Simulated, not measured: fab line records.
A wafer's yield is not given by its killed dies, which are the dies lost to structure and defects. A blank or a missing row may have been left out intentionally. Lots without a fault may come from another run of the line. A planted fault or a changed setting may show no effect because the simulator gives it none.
Check for tools in common || flow nand_harc || 5 lots, 15 wafers sampled

## WHY THIS WAS OPENED
Flagged at NHARC_END_SORT_01: reading killed_at_array, on 2 of 5 lots. No-fault wafers: 55, standard deviation 20.
Rule: a lot gets a flag if all its wafers with a number sit over 4 standard deviations from that mean, or if no wafer of it has a number. The other lots count as sound.

{"lot": "L906", "measured": "day 25 12:42", "on": "prober-02", "killed_at_array, wafer by wafer": "22 23 19", "flag": ""}
{"lot": "L908", "measured": "day 26 06:44", "on": "prober-02", "killed_at_array, wafer by wafer": "61 52 55", "flag": ""}
{"lot": "L916", "measured": "day 30 05:29", "on": "prober-02", "killed_at_array, wafer by wafer": "70 73 67", "flag": ""}
{"lot": "L923", "measured": "day 32 09:47", "on": "prober-01", "killed_at_array, wafer by wafer": "250 214 179", "flag": "FLAGGED"}
{"lot": "L922", "measured": "day 32 19:46", "on": "prober-01", "killed_at_array, wafer by wafer": "216 205 197", "flag": "FLAGGED"}
Average over the flagged lots: 210; offset from the usual +155, equal to +8 standard deviations.

## WHICH TOOL EACH LOT WENT THROUGH
3 process steps preceding the reading are held in the record, out of 1302 steps in the route. Read each cell as the tool, then ch plus the chambers that the sampled wafers visited, then the start.
{"lot": "L906", "flag": "", "NHARC_A_CHANNEL_HOLE_D1_ETCH_38": "rie_diel-08 ch 0,1,3, day 9 18:39", "NHARC_A_CHANNEL_HOLE_D1_ETCH_22": "har_etch-01 ch 0, day 9 21:07", "NHARC_A_CHANNEL_HOLE_D1_ETCH_25": "har_etch-01 ch 0, day 9 23:13"}
{"lot": "L908", "flag": "", "NHARC_A_CHANNEL_HOLE_D1_ETCH_38": "rie_diel-08 ch 0,1,2, day 10 09:40", "NHARC_A_CHANNEL_HOLE_D1_ETCH_22": "har_etch-02 ch 0, day 10 11:43", "NHARC_A_CHANNEL_HOLE_D1_ETCH_25": "har_etch-02 ch 0, day 10 13:48"}
{"lot": "L916", "flag": "", "NHARC_A_CHANNEL_HOLE_D1_ETCH_38": "rie_diel-09 ch 0,1, day 14 00:30", "NHARC_A_CHANNEL_HOLE_D1_ETCH_22": "har_etch-02 ch 1, day 14 02:28", "NHARC_A_CHANNEL_HOLE_D1_ETCH_25": "har_etch-02 ch 1, day 14 04:30"}
{"lot": "L923", "flag": "FLAGGED", "NHARC_A_CHANNEL_HOLE_D1_ETCH_38": "rie_diel-09 ch 0,1,3, day 16 20:08", "NHARC_A_CHANNEL_HOLE_D1_ETCH_22": "har_etch-01 ch 0,1, day 16 23:08", "NHARC_A_CHANNEL_HOLE_D1_ETCH_25": "har_etch-01 ch 0,1, day 17 01:12"}
{"lot": "L922", "flag": "FLAGGED", "NHARC_A_CHANNEL_HOLE_D1_ETCH_38": "rie_diel-09 ch 1,2,3, day 16 12:43", "NHARC_A_CHANNEL_HOLE_D1_ETCH_22": "har_etch-01 ch 0, day 16 14:41", "NHARC_A_CHANNEL_HOLE_D1_ETCH_25": "har_etch-01 ch 0, day 16 16:44"}
What the steps here do:
- NHARC_A_CHANNEL_HOLE_D1_ETCH_38: etches the open film in CF4, target depth 39 nm, time 65 s.
- NHARC_A_CHANNEL_HOLE_D1_ETCH_22: etches the open film in C4F8/O2/Ar, time 666.7 s, target depth 1600 nm.
- NHARC_A_CHANNEL_HOLE_D1_ETCH_25: etches the open film in C4F8/O2/Ar, time 1040.2 s, target depth 1500 nm.
- NHARC_END_SORT_01

## FLAGGED AGAINST TOTAL, ONE TOOL AT A TIME (gauges that did the reading follow at the end)
{"step": "NHARC_A_CHANNEL_HOLE_D1_ETCH_38", "tool": "rie_diel-08", "lots run": 2, "flagged": 0, "share of the flagged lots": "none", "sound lots run after its first flagged lot": "-"}
{"step": "NHARC_A_CHANNEL_HOLE_D1_ETCH_38", "tool": "rie_diel-09", "lots run": 3, "flagged": 2, "share of the flagged lots": "all", "sound lots run after its first flagged lot": 0}
{"step": "NHARC_A_CHANNEL_HOLE_D1_ETCH_22", "tool": "har_etch-01", "lots run": 3, "flagged": 2, "share of the flagged lots": "all", "sound lots run after its first flagged lot": 0}
{"step": "NHARC_A_CHANNEL_HOLE_D1_ETCH_22", "tool": "har_etch-02", "lots run": 2, "flagged": 0, "share of the flagged lots": "none", "sound lots run after its first flagged lot": "-"}
{"step": "NHARC_A_CHANNEL_HOLE_D1_ETCH_25", "tool": "har_etch-01", "lots run": 3, "flagged": 2, "share of the flagged lots": "all", "sound lots run after its first flagged lot": 0}
{"step": "NHARC_A_CHANNEL_HOLE_D1_ETCH_25", "tool": "har_etch-02", "lots run": 2, "flagged": 0, "share of the flagged lots": "none", "sound lots run after its first flagged lot": "-"}
{"step": "NHARC_END_SORT_01", "tool": "prober-01", "lots run": 2, "flagged": 2, "share of the flagged lots": "all", "sound lots run after its first flagged lot": 0}
{"step": "NHARC_END_SORT_01", "tool": "prober-02", "lots run": 3, "flagged": 0, "share of the flagged lots": "none", "sound lots run after its first flagged lot": "-"}

## WHAT THE TABLE ALLOWS
4 rows of the table ran every flagged lot: rie_diel-09 at NHARC_A_CHANNEL_HOLE_D1_ETCH_38, har_etch-01 at NHARC_A_CHANNEL_HOLE_D1_ETCH_22, har_etch-01 at NHARC_A_CHANNEL_HOLE_D1_ETCH_25, prober-01 at NHARC_END_SORT_01.
- rie_diel-09 at NHARC_A_CHANNEL_HOLE_D1_ETCH_38 ran 3 lots, 2 of them flagged. Its last sound lot is L916 (day 14 00:30), its first flagged lot L922 (day 16 12:43): a fault that began between those two fits. Its own readings (run_length_s) fall more than 4 standard deviations out on all wafers of the flagged lots.
- har_etch-01 at NHARC_A_CHANNEL_HOLE_D1_ETCH_22 ran 3 lots, 2 of them flagged. Its last sound lot is L906 (day 9 21:07), its first flagged lot L922 (day 16 14:41): a fault that began between those two fits.
- har_etch-01 at NHARC_A_CHANNEL_HOLE_D1_ETCH_25 ran 3 lots, 2 of them flagged. Its last sound lot is L906 (day 9 23:13), its first flagged lot L922 (day 16 16:44): a fault that began between those two fits.
- prober-01 at NHARC_END_SORT_01 ran 2 lots, 2 of them flagged. It ran no sound lot before its first flagged lot in this sample, so the start can't be narrowed down.
Counting lots can't tell these 3 tools apart, because each fits a fault that began at some hour. More lots, or a look at what each step does to the wafer, might.

## WHAT THE SIMULATOR HAD PUT IN
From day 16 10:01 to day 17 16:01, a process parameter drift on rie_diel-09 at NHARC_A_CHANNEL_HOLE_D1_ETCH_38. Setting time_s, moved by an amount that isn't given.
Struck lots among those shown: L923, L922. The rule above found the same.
